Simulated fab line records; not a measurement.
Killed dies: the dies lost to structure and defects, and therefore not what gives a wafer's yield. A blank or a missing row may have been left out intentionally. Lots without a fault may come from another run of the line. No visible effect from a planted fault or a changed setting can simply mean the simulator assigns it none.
Struck lot and sound lot, side by side    flow n5 finfet    29 out of 1938 route steps
Sound: the wafers L684.2, L684.4, L684.6. Wafers L686.2, L686.3, L686.5 were the ones struck. Last of all comes the cause.
For every step that has rows: the tool of each side, followed by ch and its chambers, followed by its first start. Under that, the readings that differ: sound wafers    struck wafers    difference of the means    sigmas: that difference in standard deviations of wafers without a fault.
alike: words and numbers the same on both sides, and readings whose means are apart by under 2 such deviations; not compared: readings that were withheld, readings missing a value for some wafer, numbers with overlapping values and no deviation given by the record, and bounds like >300 which may hide the same value.
Wherever a step has rows on one side only, a row that says differs or no value, or a row with sigmas, the two part there. Numbers that have no deviation but don't overlap get no sigmas and don't part them. A reading that every wafer of one side lacks parts them only if that side has two wafers or more.

first, 9 steps without rows for these wafers: N5_BEOL_M3_DESCUM_16 (chemistry O2, time 7 s); N5_BEOL_M3_ETCH_74 (etches underlayer in N2/H2, target depth 6.5 nm, time 5.2 s); N5_BEOL_M3_ETCH_63 (etches SiARC in CF4, target depth 15.6 nm, time 26 s); N5_BEOL_M3_ETCH_64 (etches SOC in N2/H2, target depth 75 nm, overetch 15 nm, time 112.5 s); N5_BEOL_M3_STRIP_65 (strips in N2/H2); N5_BEOL_M3_STRIP_75 (strips in N2/H2); N5_BEOL_M3_STRIP_66 (strips in CF4); N5_BEOL_M3_HM_OPEN_17 (chemistry Cl2/BCl3, target TiN, target depth 20 nm, overetch 6 nm); N5_BEOL_M3_STRIP_19 (strips in O2).
N5_BEOL_M3_COAT_67: time 60 s, resist thk 60 nm.
  sound on litho track-05 ch 0, day 7 11:01; struck on litho track-05 ch 0, day 8 07:14
reading                                   sound                 struck                difference  sigmas
spin speed rpm (rpm)                      1501.1 1501.5 1501.1  1361.5 1363.0 1362.6  -138.9      -99 or more
model.SOC_of_BEOL_M3_COAT_67.thk nm (nm)  60 60 60              63 63 63              +3          
then, 13 steps without rows for these wafers: N5_BEOL_M3_COAT_68 (time 60 s, resist thk 12 nm); N5_BEOL_M3_COAT_76 (time 60 s, resist thk 5 nm); N5_BEOL_M3_COAT_22 (resist thk 30 nm); N5_BEOL_M3_EBR_24; N5_BEOL_M3_SOFTBAKE_23 (time 60 s); N5_BEOL_M3_EXPOSE_25 (exposes mask V2, defocus 5 nm); N5_BEOL_M3_PEB_26 (peb time 60 s); N5_BEOL_M3_DEVELOP_27 (develop time 30 s); N5_BEOL_M3_DESCUM_33 (chemistry O2, time 7 s); N5_BEOL_M3_ETCH_77 (etches underlayer in N2/H2, target depth 6.5 nm, time 5.2 s); N5_BEOL_M3_ETCH_69 (etches SiARC in CF4, target depth 15.6 nm, time 26 s); N5_BEOL_M3_ALD_98 (deposits SiO2, target thk 2.5 nm, pulse time 1 s, co reactant pulse time 1 s); N5_BEOL_M3_ETCHBACK_99 (etches SiO2 in CHF3, target depth 5 nm, time 10.4 s).
N5_BEOL_M3_ETCH_70: etches SOC in N2/H2, target depth 80 nm, overetch 16 nm, time 120 s.
  sound on rie diel-01 ch 2,3, day 7 13:15; struck on rie diel-01 ch 0,1, day 8 16:14
reading                   sound             struck            difference  sigmas
model.etch.depth nm (nm)  60.08 60.06 59.9  63.04 62.92 63.1  +3.01       
  alike: drypump motor current A, oes product au, rf vpp V, showerhead plenum p Torr, throttle valve pct
  not compared: rf hours counter h
then, 2 steps without rows for these wafers: N5_BEOL_M3_STRIP_71 (strips in N2/H2); N5_BEOL_M3_STRIP_78 (strips in N2/H2).
N5_BEOL_M3_VIA_ETCH_34: etches the open film in C4F6/O2, target depth 69.4 nm, time 65.9 s.
  sound on rie diel-01 ch 2,3, day 7 13:21; struck on rie diel-01 ch 0,1, day 8 16:20
reading                                   sound       struck        difference  sigmas
model.SOC_of_BEOL_M3_COAT_67.thk nm (nm)  52 52.2 52  54.8 55 55.2  +2.9        
  alike: O2_flow_sccm, drypump motor current A, oes product au, rf vpp V, showerhead plenum p Torr, throttle valve pct
  not compared: rf hours counter h
then, 1 step without rows for these wafers: N5_BEOL_M3_STRIP_83 (strips in C4F6/O2).
N5_BEOL_M4_RC_MEAS_101:
  sound on prober-02 ch 0, day 8 05:14; struck on prober-02 ch 0, day 9 07:48
  alike: DIBL_N, DIBL_P, IOFF_N, IOFF_P, ION_N, ION_P, SS_N, SS_P, VT_N, VT_P

## WHERE THEY PART
Only at N5_BEOL_M3_COAT_67, as far as this record shows. Later steps at which nothing parts them and some readings are alike: N5_BEOL_M3_ETCH_70, N5_BEOL_M3_VIA_ETCH_34, N5_BEOL_M4_RC_MEAS_101.

WHY: the cause the simulator had injected
Process parameter drift: litho track-05, from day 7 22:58 on, at N5_BEOL_M3_COAT_67. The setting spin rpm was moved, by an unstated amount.
